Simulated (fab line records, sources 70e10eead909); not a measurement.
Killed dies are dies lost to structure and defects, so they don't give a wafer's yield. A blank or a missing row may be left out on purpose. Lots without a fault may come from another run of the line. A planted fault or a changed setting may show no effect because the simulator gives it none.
One fault seen from 2 desks | flow nand_harc | each desk has only its own numbers; what lay behind them comes last

THE TOOL OWNER'S DESK: pecvd_onon-02
The tool's own readings at NHARC_A_ONON_D1_DEP_16 (target thk 1000 nm): means of the sampled wafers that have a number, for each lot that ran on this tool. A lot is out of limits, marked OUT, if its mean lies more than 4 standard deviations from the usual mean; the brackets give that distance.
Columns: A = n2_flow_sccm at NHARC_A_ONON_D1_DEP_16, usual 2750 sccm
lot  | first seen here | A
L903 | day 8 07:35     | 2746
L910 | day 11 17:31    | 2750
L912 | day 12 11:10    | 2746
L913 | day 12 21:15    | 2739
L915 | day 14 07:35    | 2751
L920 | day 15 18:16    | 2745
L925 | day 17 09:25    | 2750
This desk's finding: nothing out of limits on any of the 7 lots.

THE METROLOGY DESK
What the gauges read, lot by lot, whatever tool the lot ran on: means of the sampled wafers that have a number. A lot is out of limits, marked OUT, if its mean lies more than 4 standard deviations from the usual mean; the brackets give that distance.
Columns: A = thk_nm at NHARC_A_ONON_D1_THK_MEAS_18, usual 1002 nm; B = thk_nm at NHARC_A_ONON_D1_THK_MEAS_21, usual 1000 nm; C = thk_nm at NHARC_A_ONON_D1_THK_MEAS_24, usual 999 nm
lot  | first seen here | A              | B    | C
L903 | day 8 08:06     | 1003           | 1005 | 979
L907 | day 10 05:54    | 1009           | 1009 | 1015
L909 | day 11 02:48    | 994            | 992  | 1005
L910 | day 11 17:55    | 1006           | 1005 | 999
L911 | day 12 02:01    | 1008           | 1002 | 1006
L912 | day 12 11:37    | 1014           | 998  | 1007
L913 | day 12 21:46    | 1000           | 1004 | 984
L915 | day 14 07:58    | 999            | 1002 | 1003
L917 | day 14 07:59    | 1005           | 1008 | 995
L920 | day 15 18:36    | 1458 (+65) OUT | -    | -
L921 | day 15 22:24    | 1003           | 1001 | 991
L923 | day 16 18:41    | 997            | 1004 | 1012
L925 | day 17 09:53    | 1448 (+64) OUT | -    | -
This desk's finding: out of limits on L920, L925; first on L920, day 15 18:36 (thk_nm at NHARC_A_ONON_D1_THK_MEAS_18). In limits: L903, L907, L909, L910, L911, L912, L913, L915, L917, L921, L923.

PUT TOGETHER
The metrology desk could have raised an alarm at day 15 18:36, on L920, L925.
The tool owner's desk saw nothing out of limits.
The tool owner's desk has L920, L925 on record, within its limits.
Of the lots named, all ran NHARC_A_ONON_D1_DEP_16 on pecvd_onon-02.

WHAT THE SIMULATOR HAD PUT IN
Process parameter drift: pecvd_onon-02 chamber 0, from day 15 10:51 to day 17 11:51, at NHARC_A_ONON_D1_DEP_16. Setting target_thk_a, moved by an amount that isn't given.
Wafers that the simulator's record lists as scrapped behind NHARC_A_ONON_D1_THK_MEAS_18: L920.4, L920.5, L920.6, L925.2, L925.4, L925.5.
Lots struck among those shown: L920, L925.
Hours from the fault's start to each desk's first reading out of limits: the metrology desk, 8.
